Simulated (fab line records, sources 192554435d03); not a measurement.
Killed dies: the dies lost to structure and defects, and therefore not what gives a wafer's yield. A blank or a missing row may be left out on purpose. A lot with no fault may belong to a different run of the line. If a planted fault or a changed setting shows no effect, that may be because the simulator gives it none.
Comparing a struck lot with a sound one / flow n5_finfet / 38 out of 1938 route steps
Sound: these wafers, L996.2, L996.3, L996.5. Struck: wafer L994.6 (left out: L994.2, L994.4 of the same lot, which were not struck); the cause appears at the end.
Each step with rows lists, per side, the tool, then ch with its chambers, then its first start. Under that, the readings that differ: sound wafers / struck wafers / difference of the means / sigmas: that difference in standard deviations of wafers without a fault.
alike: a reading whose means differ by less than 2 such deviations, as well as words and numbers matching on both sides. not compared: withheld readings; readings where some wafer has no value; bounds like >300 that might hide an equal value; numbers whose values overlap and for which the record gives no deviation.
Wherever a step has rows on one side only, a row that says differs or no value, or a row with sigmas, the two part there. Numbers that don't overlap but have no deviation are shown without sigmas and don't part them. Lack of a reading on every wafer of one side parts them only where that side has two or more wafers.

first, 9 steps without rows for these wafers: N5_BEOL_M0_CUTY_EXPOSE_54 (exposes mask M0 ABLK); N5_BEOL_M0_CUTY_PEB_55 (peb time 60 s); N5_BEOL_M0_CUTY_DEVELOP_56 (develop time 30 s); N5_BEOL_M0_CUTY_DESCUM_61 (chemistry O2, time 7.9 s); N5_BEOL_M0_CUTY_ETCH_62 (etches SiARC in CF4, time 58.5 s); N5_BEOL_M0_CUTY_ETCH_63 (etches SOC in N2/H2, target depth 82.7 nm, overetch 16.5 nm, time 124 s); N5_BEOL_M0_CUTY_STRIP_64 (strips in N2/H2); N5_BEOL_M0_ETCH_138 (etches SiCN in CH3F/O2, target depth 12 nm, time 31.6 s); N5_BEOL_M0_HM_OPEN_105 (chemistry Cl2/BCl3, target TiN, target depth 12 nm).
N5_BEOL_M0_STRIP_140: strips in CF4.
  sound on rie_diel-06 ch 1,2,3, day 10 21:30; struck on rie_diel-05 ch 1, day 10 13:05
  alike: drypump_motor_current_A, oes_product_au, rf_vpp_V, showerhead_plenum_p_Torr, throttle_valve_pct
  not compared: rf_hours_counter_h
then, 27 steps without rows for these wafers: N5_BEOL_M0_STRIP_104 (strips in N2/H2); N5_BEOL_M0_WET_ETCH_106 (etches SiO2 in DHF, target depth 130 nm, rinse time 30 s); N5_BEOL_M0_ETCH_128 (etches SiCN in CF4/N2, target depth 12 nm, overetch 5.1 nm, time 21.4 s); N5_BEOL_M0_TRENCH_ETCH_107 (etches SiOC in C4F6/O2, target depth 32.8 nm, time 16.4 s); N5_BEOL_M0_STRIP_142 (strips in N2/H2, time 10 s); N5_BEOL_M0_HM_STRIP_129 (strips TiN in peroxide tin strip, target depth 17 nm, time 108 s); N5_BEOL_M0_SRD_130 (time 30 s); N5_BEOL_M0_ETCH_109 (etches SiCN in CH3F/O2, target depth 8 nm, overetch 2.4 nm, time 27.4 s); N5_BEOL_M0_STRIP_139 (strips in post etch residue remover, time 60 s); N5_BEOL_M0_SRD_111 (time 30 s); N5_BEOL_M0_DEGAS_112 (time 60 s); N5_BEOL_M0_PRE_CLEAN_113 (time 30 s); N5_BEOL_M0_ALD_136 (deposits TaN, pulse time 2 s, purge time 3 s, co reactant purge time 2 s); N5_BEOL_M0_SURFACE_TREAT_137; N5_BEOL_M0_CVD_115 (deposits Co from CCTBA/H2, time 120 s); N5_BEOL_M0_SPUTTER_116 (material Cu, target thk 4 nm, time 7.37 s); N5_BEOL_M0_ANNEAL_117 (time 60 s); N5_BEOL_M0_SPUTTER_132 (material Cu, target thk 4 nm, time 7.37 s); N5_BEOL_M0_ANNEAL_133 (time 60 s); N5_BEOL_M0_SPUTTER_134 (material Cu, target thk 4 nm, time 7.37 s); N5_BEOL_M0_ANNEAL_135 (time 60 s); N5_BEOL_M0_SPUTTER_141 (material Cu, target thk 4 nm, time 7.37 s); N5_BEOL_M0_ECD_118 (material Cu, target thk 300 nm); N5_BEOL_M0_ANNEAL_119 (time 90 s); N5_BEOL_M0_CMP_120 (polishes, stops on SiOC, t overpolish 6.9 s); N5_BEOL_M0_PRE_CLEAN_131 (time 15 s); N5_BEOL_M0_CO_CAP_123 (material Co, precursor CCTBA/H2, target thk 2 nm, time 102.1 s).
-- a jump in the record: the struck wafers' starts before and after are 8 days apart (it breaks off in module BEOL_M0 and resumes in module PASSIVATION, where the first step shown is number 1936 of the route) --
N5_PASSIVATION_PROBE_49:
  rows exist in the record for the struck wafers here (prober-02, day 18 21:02), but not for the sound ones

## WHERE THEY PART
Only at N5_PASSIVATION_PROBE_49, within this record.

WHY: the cause the simulator had injected
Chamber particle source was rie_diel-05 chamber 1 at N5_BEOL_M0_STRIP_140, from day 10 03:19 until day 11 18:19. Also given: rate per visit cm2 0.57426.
